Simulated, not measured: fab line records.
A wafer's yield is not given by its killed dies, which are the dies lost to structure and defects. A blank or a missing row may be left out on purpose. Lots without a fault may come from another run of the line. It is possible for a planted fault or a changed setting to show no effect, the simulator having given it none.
fab line records / flow n5Finfet
record lots=5 wafers=15 lastDay=17
route steps=1938 shown BEOL_M2@910
lots that met no fault: taken from a fault-free run of the same line
startH: the number of hours between the record's first day and the start of the first shown wafer of the lot / waitH: hours elapsed since this lot's preceding step / " same as the row above / L1.1+2: a single row standing in for several wafers / - no value, or no start given / * or withheld: withheld / < > ~ a bound
route shown NAME@n: NAME is a module with steps in the file, n the number in the route of the first one / usual: the fault-free wafers' mean and standard deviation / same: alike in all rows / chamber/n: place in a boat / sites: the reading at each site / _std_site: how widely they spread, as a standard deviation / _edge_site: inner sites' mean taken away from outer sites' mean / radiusMm: how far each site lies from the wafer's centre / mask NAME#n: copy n / behind: the tool/chamber that last shaped the wafer / hold: reason for holding the lot/hours on hold/outcome of the hold / device: the transistor (n, p or np) that didn't switch / end of line: the same wafers' tests at the end of the route / a step given without rows: its recipe and nothing more / killed: the dies lost at the first sort to structure and to defects; this is not the yield of the wafer / map: a wafer's dies, x killed, . not, _ none there
set.NAME: the setting as run; set.NAME@STEP: as run at that earlier step / model.NAME: the simulator's own value behind a step, which no gauge read
certain route steps with their lots: each step a table, each wafer a row
## steps
# step N5_BEOL_M2_SPUTTER_86
# recipe material=Cu targetThkA=45 tempC=-20 chamberPressurePa=0.07 powerW=withheld timeS=8.29
# usual chamberPressurePa=0.06998/0.00015 susceptorTempC=-20.01/0.099 throttleValvePct=29.6/1
lot.wafer=L080.1 tool=pvdSputter-01 chamber=- startH=180.06 waitH=0.1 chamberPressurePa=0.07009 susceptorTempC=-20.14 throttleValvePct=28.9
lot.wafer=L080.3 tool=pvdSputter-01 chamber=- startH=180.06 waitH=0.1 chamberPressurePa=0.06986 susceptorTempC=-20.00 throttleValvePct=30.6
lot.wafer=L080.5 tool=pvdSputter-01 chamber=- startH=180.06 waitH=0.1 chamberPressurePa=0.07022 susceptorTempC=-19.87 throttleValvePct=28.8
lot.wafer=L085.1 tool=pvdSputter-01 chamber=- startH=203.72 waitH=0.1 chamberPressurePa=0.07025 susceptorTempC=-20.16 throttleValvePct=30.7
lot.wafer=L085.2 tool=pvdSputter-01 chamber=- startH=203.72 waitH=0.1 chamberPressurePa=0.0697 susceptorTempC=-20.23 throttleValvePct=28.8
lot.wafer=L085.4 tool=pvdSputter-01 chamber=- startH=203.72 waitH=0.1 chamberPressurePa=0.06986 susceptorTempC=-19.97 throttleValvePct=28.5
lot.wafer=L091.1 tool=pvdSputter-01 chamber=- startH=251.56 waitH=0.1 chamberPressurePa=0.0699 susceptorTempC=-20.01 throttleValvePct=28.7
lot.wafer=L091.4 tool=pvdSputter-01 chamber=- startH=251.56 waitH=0.1 chamberPressurePa=0.07008 susceptorTempC=-19.95 throttleValvePct=28.7
lot.wafer=L091.6 tool=pvdSputter-01 chamber=- startH=251.56 waitH=0.1 chamberPressurePa=0.0701 susceptorTempC=-20.04 throttleValvePct=28.7
lot.wafer=L095.1 tool=pvdSputter-01 chamber=- startH=272.39 waitH=0.1 chamberPressurePa=0.07023 susceptorTempC=-20.04 throttleValvePct=29.0
lot.wafer=L095.2 tool=pvdSputter-01 chamber=- startH=272.39 waitH=0.1 chamberPressurePa=0.07039 susceptorTempC=-20.01 throttleValvePct=28.6
lot.wafer=L095.6 tool=pvdSputter-01 chamber=- startH=272.39 waitH=0.1 chamberPressurePa=0.07011 susceptorTempC=-19.86 throttleValvePct=28.7
lot.wafer=L097.2 tool=pvdSputter-03 chamber=- startH=287.75 waitH=0.1 chamberPressurePa=0.06974 susceptorTempC=-20.01 throttleValvePct=31.0
lot.wafer=L097.4 tool=pvdSputter-03 chamber=- startH=287.75 waitH=0.1 chamberPressurePa=0.07033 susceptorTempC=-19.99 throttleValvePct=31.4
lot.wafer=L097.6 tool=pvdSputter-03 chamber=- startH=287.75 waitH=0.1 chamberPressurePa=0.06997 susceptorTempC=-20.01 throttleValvePct=28.1
# step N5_BEOL_M2_ANNEAL_87
# recipe tempC=400 timeS=240 ambient=vacuum
# usual heaterPowerW=824/82 susceptorTempC=400.00/0.22
lot.wafer=L080.1 tool=pvdSputter-01 chamber=- startH=180.14 waitH=0.0 heaterPowerW=833 susceptorTempC=400.14
lot.wafer=L080.3 tool=pvdSputter-01 chamber=- startH=180.14 waitH=0.0 heaterPowerW=817 susceptorTempC=399.82
lot.wafer=L080.5 tool=pvdSputter-01 chamber=- startH=180.14 waitH=0.0 heaterPowerW=816 susceptorTempC=399.81
lot.wafer=L085.1 tool=pvdSputter-01 chamber=- startH=203.80 waitH=0.0 heaterPowerW=857 susceptorTempC=399.98
lot.wafer=L085.2 tool=pvdSputter-01 chamber=- startH=203.80 waitH=0.0 heaterPowerW=843 susceptorTempC=399.81
lot.wafer=L085.4 tool=pvdSputter-01 chamber=- startH=203.80 waitH=0.0 heaterPowerW=849 susceptorTempC=399.88
lot.wafer=L091.1 tool=pvdSputter-01 chamber=- startH=251.64 waitH=0.0 heaterPowerW=842 susceptorTempC=400.10
lot.wafer=L091.4 tool=pvdSputter-01 chamber=- startH=251.64 waitH=0.0 heaterPowerW=839 susceptorTempC=400.02
lot.wafer=L091.6 tool=pvdSputter-01 chamber=- startH=251.64 waitH=0.0 heaterPowerW=824 susceptorTempC=400.14
lot.wafer=L095.1 tool=pvdSputter-01 chamber=- startH=272.47 waitH=0.0 heaterPowerW=775 susceptorTempC=400.06
lot.wafer=L095.2 tool=pvdSputter-01 chamber=- startH=272.47 waitH=0.0 heaterPowerW=836 susceptorTempC=399.82
lot.wafer=L095.6 tool=pvdSputter-01 chamber=- startH=272.47 waitH=0.0 heaterPowerW=879 susceptorTempC=399.66
lot.wafer=L097.2 tool=pvdSputter-03 chamber=- startH=287.83 waitH=0.0 heaterPowerW=786 susceptorTempC=399.79
lot.wafer=L097.4 tool=pvdSputter-03 chamber=- startH=287.83 waitH=0.0 heaterPowerW=755 susceptorTempC=399.67
lot.wafer=L097.6 tool=pvdSputter-03 chamber=- startH=287.83 waitH=0.0 heaterPowerW=775 susceptorTempC=400.02
# step N5_BEOL_M2_SPUTTER_88
# recipe material=Cu targetThkA=45 tempC=-20 chamberPressurePa=0.07 powerW=withheld timeS=8.29
# usual chamberPressurePa=0.07001/0.00014 susceptorTempC=-20.00/0.1 throttleValvePct=29.6/1
lot.wafer=L080.1 tool=pvdSputter-01 chamber=- startH=180.28 waitH=0.1 chamberPressurePa=0.06982 susceptorTempC=-19.88 throttleValvePct=28.7
lot.wafer=L080.3 tool=pvdSputter-01 chamber=- startH=180.28 waitH=0.1 chamberPressurePa=0.07012 susceptorTempC=-20.05 throttleValvePct=31.0
lot.wafer=L080.5 tool=pvdSputter-01 chamber=- startH=180.28 waitH=0.1 chamberPressurePa=0.06974 susceptorTempC=-19.96 throttleValvePct=28.9
lot.wafer=L085.1 tool=pvdSputter-01 chamber=- startH=203.94 waitH=0.1 chamberPressurePa=0.07017 susceptorTempC=-19.91 throttleValvePct=30.8
lot.wafer=L085.2 tool=pvdSputter-01 chamber=- startH=203.94 waitH=0.1 chamberPressurePa=0.07014 susceptorTempC=-19.79 throttleValvePct=29.0
lot.wafer=L085.4 tool=pvdSputter-01 chamber=- startH=203.94 waitH=0.1 chamberPressurePa=0.06994 susceptorTempC=-20.06 throttleValvePct=28.9
lot.wafer=L091.1 tool=pvdSputter-01 chamber=- startH=251.78 waitH=0.1 chamberPressurePa=0.06993 susceptorTempC=-20.08 throttleValvePct=29.2
lot.wafer=L091.4 tool=pvdSputter-01 chamber=- startH=251.78 waitH=0.1 chamberPressurePa=0.06973 susceptorTempC=-20.00 throttleValvePct=28.5
lot.wafer=L091.6 tool=pvdSputter-01 chamber=- startH=251.78 waitH=0.1 chamberPressurePa=0.06985 susceptorTempC=-19.91 throttleValvePct=28.7
lot.wafer=L095.1 tool=pvdSputter-01 chamber=- startH=272.61 waitH=0.1 chamberPressurePa=0.07008 susceptorTempC=-20.00 throttleValvePct=29.3
lot.wafer=L095.2 tool=pvdSputter-01 chamber=- startH=272.61 waitH=0.1 chamberPressurePa=0.07021 susceptorTempC=-19.98 throttleValvePct=28.8
lot.wafer=L095.6 tool=pvdSputter-01 chamber=- startH=272.61 waitH=0.1 chamberPressurePa=0.07009 susceptorTempC=-19.86 throttleValvePct=28.9
lot.wafer=L097.2 tool=pvdSputter-03 chamber=- startH=287.97 waitH=0.1 chamberPressurePa=0.0697 susceptorTempC=-20.02 throttleValvePct=31.5
lot.wafer=L097.4 tool=pvdSputter-03 chamber=- startH=287.97 waitH=0.1 chamberPressurePa=0.07032 susceptorTempC=-20.17 throttleValvePct=31.5
lot.wafer=L097.6 tool=pvdSputter-03 chamber=- startH=287.97 waitH=0.1 chamberPressurePa=0.07024 susceptorTempC=-20.08 throttleValvePct=27.9
# step N5_BEOL_M2_ANNEAL_89
# recipe tempC=400 timeS=240 ambient=vacuum
# usual heaterPowerW=824/82 susceptorTempC=400.02/0.21
lot.wafer=L080.1 tool=pvdSputter-01 chamber=- startH=180.36 waitH=0.0 heaterPowerW=837 susceptorTempC=400.17
lot.wafer=L080.3 tool=pvdSputter-01 chamber=- startH=180.36 waitH=0.0 heaterPowerW=819 susceptorTempC=399.90
lot.wafer=L080.5 tool=pvdSputter-01 chamber=- startH=180.36 waitH=0.0 heaterPowerW=818 susceptorTempC=399.94
lot.wafer=L085.1 tool=pvdSputter-01 chamber=- startH=204.02 waitH=0.0 heaterPowerW=840 susceptorTempC=400.24
lot.wafer=L085.2 tool=pvdSputter-01 chamber=- startH=204.02 waitH=0.0 heaterPowerW=832 susceptorTempC=399.82
lot.wafer=L085.4 tool=pvdSputter-01 chamber=- startH=204.02 waitH=0.0 heaterPowerW=811 susceptorTempC=399.62
lot.wafer=L091.1 tool=pvdSputter-01 chamber=- startH=251.86 waitH=0.0 heaterPowerW=857 susceptorTempC=400.10
lot.wafer=L091.4 tool=pvdSputter-01 chamber=- startH=251.86 waitH=0.0 heaterPowerW=819 susceptorTempC=400.06
lot.wafer=L091.6 tool=pvdSputter-01 chamber=- startH=251.86 waitH=0.0 heaterPowerW=831 susceptorTempC=400.08
lot.wafer=L095.1 tool=pvdSputter-01 chamber=- startH=272.69 waitH=0.0 heaterPowerW=763 susceptorTempC=399.88
lot.wafer=L095.2 tool=pvdSputter-01 chamber=- startH=272.69 waitH=0.0 heaterPowerW=857 susceptorTempC=400.00
lot.wafer=L095.6 tool=pvdSputter-01 chamber=- startH=272.69 waitH=0.0 heaterPowerW=845 susceptorTempC=399.94
lot.wafer=L097.2 tool=pvdSputter-03 chamber=- startH=288.05 waitH=0.0 heaterPowerW=785 susceptorTempC=399.94
lot.wafer=L097.4 tool=pvdSputter-03 chamber=- startH=288.05 waitH=0.0 heaterPowerW=749 susceptorTempC=399.98
lot.wafer=L097.6 tool=pvdSputter-03 chamber=- startH=288.05 waitH=0.0 heaterPowerW=786 susceptorTempC=400.00
# step N5_BEOL_M2_SPUTTER_90
# recipe material=Cu targetThkA=45 tempC=-20 chamberPressurePa=0.07 powerW=withheld timeS=8.29
# usual chamberPressurePa=0.06998/0.00015 susceptorTempC=-20.01/0.091 throttleValvePct=29.6/1.1
lot.wafer=L080.1 tool=pvdSputter-01 chamber=- startH=180.50 waitH=0.1 chamberPressurePa=0.06974 susceptorTempC=-19.99 throttleValvePct=29.1
lot.wafer=L080.3 tool=pvdSputter-01 chamber=- startH=180.50 waitH=0.1 chamberPressurePa=0.07001 susceptorTempC=-20.13 throttleValvePct=30.7
lot.wafer=L080.5 tool=pvdSputter-01 chamber=- startH=180.50 waitH=0.1 chamberPressurePa=0.07 susceptorTempC=-20.01 throttleValvePct=28.6
lot.wafer=L085.1 tool=pvdSputter-01 chamber=- startH=204.16 waitH=0.1 chamberPressurePa=0.07008 susceptorTempC=-20.12 throttleValvePct=31.1
lot.wafer=L085.2 tool=pvdSputter-01 chamber=- startH=204.16 waitH=0.1 chamberPressurePa=0.06985 susceptorTempC=-19.97 throttleValvePct=29.0
lot.wafer=L085.4 tool=pvdSputter-01 chamber=- startH=204.16 waitH=0.1 chamberPressurePa=0.07011 susceptorTempC=-19.98 throttleValvePct=28.4
lot.wafer=L091.1 tool=pvdSputter-01 chamber=- startH=252.00 waitH=0.1 chamberPressurePa=0.07012 susceptorTempC=-19.96 throttleValvePct=28.8
lot.wafer=L091.4 tool=pvdSputter-01 chamber=- startH=252.00 waitH=0.1 chamberPressurePa=0.06988 susceptorTempC=-19.97 throttleValvePct=28.2
lot.wafer=L091.6 tool=pvdSputter-01 chamber=- startH=252.00 waitH=0.1 chamberPressurePa=0.06995 susceptorTempC=-20.08 throttleValvePct=28.5
lot.wafer=L095.1 tool=pvdSputter-01 chamber=- startH=272.83 waitH=0.1 chamberPressurePa=0.06991 susceptorTempC=-19.92 throttleValvePct=28.9
lot.wafer=L095.2 tool=pvdSputter-01 chamber=- startH=272.83 waitH=0.1 chamberPressurePa=0.07014 susceptorTempC=-19.94 throttleValvePct=28.9
lot.wafer=L095.6 tool=pvdSputter-01 chamber=- startH=272.83 waitH=0.1 chamberPressurePa=0.06985 susceptorTempC=-20.11 throttleValvePct=28.7
lot.wafer=L097.2 tool=pvdSputter-03 chamber=- startH=288.19 waitH=0.1 chamberPressurePa=0.07001 susceptorTempC=-19.88 throttleValvePct=31.2
lot.wafer=L097.4 tool=pvdSputter-03 chamber=- startH=288.19 waitH=0.1 chamberPressurePa=0.07027 susceptorTempC=-20.02 throttleValvePct=31.5
lot.wafer=L097.6 tool=pvdSputter-03 chamber=- startH=288.19 waitH=0.1 chamberPressurePa=0.06994 susceptorTempC=-19.98 throttleValvePct=27.8
# step N5_BEOL_M2_ANNEAL_91
# recipe tempC=400 timeS=240 ambient=vacuum
# usual heaterPowerW=824/82 susceptorTempC=400.00/0.21
lot.wafer=L080.1 tool=pvdSputter-01 chamber=- startH=180.58 waitH=0.0 heaterPowerW=822 susceptorTempC=400.02
lot.wafer=L080.3 tool=pvdSputter-01 chamber=- startH=180.58 waitH=0.0 heaterPowerW=833 susceptorTempC=400.10
lot.wafer=L080.5 tool=pvdSputter-01 chamber=- startH=180.58 waitH=0.0 heaterPowerW=854 susceptorTempC=399.86
lot.wafer=L085.1 tool=pvdSputter-01 chamber=- startH=204.24 waitH=0.0 heaterPowerW=827 susceptorTempC=399.89
lot.wafer=L085.2 tool=pvdSputter-01 chamber=- startH=204.24 waitH=0.0 heaterPowerW=853 susceptorTempC=399.67
lot.wafer=L085.4 tool=pvdSputter-01 chamber=- startH=204.24 waitH=0.0 heaterPowerW=820 susceptorTempC=399.83
lot.wafer=L091.1 tool=pvdSputter-01 chamber=- startH=252.08 waitH=0.0 heaterPowerW=850 susceptorTempC=399.94
lot.wafer=L091.4 tool=pvdSputter-01 chamber=- startH=252.08 waitH=0.0 heaterPowerW=811 susceptorTempC=399.95
lot.wafer=L091.6 tool=pvdSputter-01 chamber=- startH=252.08 waitH=0.0 heaterPowerW=806 susceptorTempC=399.99
lot.wafer=L095.1 tool=pvdSputter-01 chamber=- startH=272.91 waitH=0.0 heaterPowerW=774 susceptorTempC=400.16
lot.wafer=L095.2 tool=pvdSputter-01 chamber=- startH=272.91 waitH=0.0 heaterPowerW=851 susceptorTempC=400.19
lot.wafer=L095.6 tool=pvdSputter-01 chamber=- startH=272.91 waitH=0.0 heaterPowerW=851 susceptorTempC=399.99
lot.wafer=L097.2 tool=pvdSputter-03 chamber=- startH=288.27 waitH=0.0 heaterPowerW=804 susceptorTempC=400.16
lot.wafer=L097.4 tool=pvdSputter-03 chamber=- startH=288.27 waitH=0.0 heaterPowerW=755 susceptorTempC=399.59
lot.wafer=L097.6 tool=pvdSputter-03 chamber=- startH=288.27 waitH=0.0 heaterPowerW=775 susceptorTempC=400.03
# step N5_BEOL_M2_SPUTTER_92
# recipe material=Cu targetThkA=45 tempC=-20 chamberPressurePa=0.07 powerW=withheld timeS=8.29
# usual chamberPressurePa=0.06999/0.00013 susceptorTempC=-20.02/0.095 throttleValvePct=29.6/1.1
lot.wafer=L080.1 tool=pvdSputter-01 chamber=- startH=180.72 waitH=0.1 chamberPressurePa=0.07012 susceptorTempC=-20.07 throttleValvePct=28.9
lot.wafer=L080.3 tool=pvdSputter-01 chamber=- startH=180.72 waitH=0.1 chamberPressurePa=0.07003 susceptorTempC=-20.03 throttleValvePct=30.8
lot.wafer=L080.5 tool=pvdSputter-01 chamber=- startH=180.72 waitH=0.1 chamberPressurePa=0.07013 susceptorTempC=-19.91 throttleValvePct=28.8
lot.wafer=L085.1 tool=pvdSputter-01 chamber=- startH=204.38 waitH=0.1 chamberPressurePa=0.06999 susceptorTempC=-19.97 throttleValvePct=30.8
lot.wafer=L085.2 tool=pvdSputter-01 chamber=- startH=204.38 waitH=0.1 chamberPressurePa=0.07028 susceptorTempC=-20.05 throttleValvePct=28.8
lot.wafer=L085.4 tool=pvdSputter-01 chamber=- startH=204.38 waitH=0.1 chamberPressurePa=0.07014 susceptorTempC=-20.10 throttleValvePct=28.8
lot.wafer=L091.1 tool=pvdSputter-01 chamber=- startH=252.22 waitH=0.1 chamberPressurePa=0.06991 susceptorTempC=-20.09 throttleValvePct=29.0
lot.wafer=L091.4 tool=pvdSputter-01 chamber=- startH=252.22 waitH=0.1 chamberPressurePa=0.06979 susceptorTempC=-20.01 throttleValvePct=28.4
lot.wafer=L091.6 tool=pvdSputter-01 chamber=- startH=252.22 waitH=0.1 chamberPressurePa=0.06994 susceptorTempC=-19.89 throttleValvePct=28.3
lot.wafer=L095.1 tool=pvdSputter-01 chamber=- startH=273.05 waitH=0.1 chamberPressurePa=0.06997 susceptorTempC=-19.95 throttleValvePct=29.1
lot.wafer=L095.2 tool=pvdSputter-01 chamber=- startH=273.05 waitH=0.1 chamberPressurePa=0.07013 susceptorTempC=-20.11 throttleValvePct=28.9
lot.wafer=L095.6 tool=pvdSputter-01 chamber=- startH=273.05 waitH=0.1 chamberPressurePa=0.07 susceptorTempC=-20.04 throttleValvePct=28.7
lot.wafer=L097.2 tool=pvdSputter-03 chamber=- startH=288.41 waitH=0.1 chamberPressurePa=0.07015 susceptorTempC=-19.91 throttleValvePct=31.6
lot.wafer=L097.4 tool=pvdSputter-03 chamber=- startH=288.41 waitH=0.1 chamberPressurePa=0.07003 susceptorTempC=-20.17 throttleValvePct=31.9
lot.wafer=L097.6 tool=pvdSputter-03 chamber=- startH=288.41 waitH=0.1 chamberPressurePa=0.06994 susceptorTempC=-19.93 throttleValvePct=28.1
# step N5_BEOL_M2_ANNEAL_93
# recipe tempC=400 timeS=240 ambient=vacuum
# usual heaterPowerW=825/81 susceptorTempC=400.03/0.24
lot.wafer=L080.1 tool=pvdSputter-01 chamber=- startH=180.80 waitH=0.0 heaterPowerW=852 susceptorTempC=399.67
lot.wafer=L080.3 tool=pvdSputter-01 chamber=- startH=180.80 waitH=0.0 heaterPowerW=828 susceptorTempC=400.00
lot.wafer=L080.5 tool=pvdSputter-01 chamber=- startH=180.80 waitH=0.0 heaterPowerW=802 susceptorTempC=399.97
lot.wafer=L085.1 tool=pvdSputter-01 chamber=- startH=204.46 waitH=0.0 heaterPowerW=828 susceptorTempC=400.18
lot.wafer=L085.2 tool=pvdSputter-01 chamber=- startH=204.46 waitH=0.0 heaterPowerW=849 susceptorTempC=400.14
lot.wafer=L085.4 tool=pvdSputter-01 chamber=- startH=204.46 waitH=0.0 heaterPowerW=831 susceptorTempC=400.31
lot.wafer=L091.1 tool=pvdSputter-01 chamber=- startH=252.30 waitH=0.0 heaterPowerW=853 susceptorTempC=400.48
lot.wafer=L091.4 tool=pvdSputter-01 chamber=- startH=252.30 waitH=0.0 heaterPowerW=812 susceptorTempC=399.81
lot.wafer=L091.6 tool=pvdSputter-01 chamber=- startH=252.30 waitH=0.0 heaterPowerW=813 susceptorTempC=399.91
lot.wafer=L095.1 tool=pvdSputter-01 chamber=- startH=273.13 waitH=0.0 heaterPowerW=764 susceptorTempC=400.25
lot.wafer=L095.2 tool=pvdSputter-01 chamber=- startH=273.13 waitH=0.0 heaterPowerW=857 susceptorTempC=399.98
lot.wafer=L095.6 tool=pvdSputter-01 chamber=- startH=273.13 waitH=0.0 heaterPowerW=848 susceptorTempC=399.96
lot.wafer=L097.2 tool=pvdSputter-03 chamber=- startH=288.49 waitH=0.0 heaterPowerW=772 susceptorTempC=399.70
lot.wafer=L097.4 tool=pvdSputter-03 chamber=- startH=288.49 waitH=0.0 heaterPowerW=774 susceptorTempC=400.43
lot.wafer=L097.6 tool=pvdSputter-03 chamber=- startH=288.49 waitH=0.0 heaterPowerW=788 susceptorTempC=399.60
## key
fault none
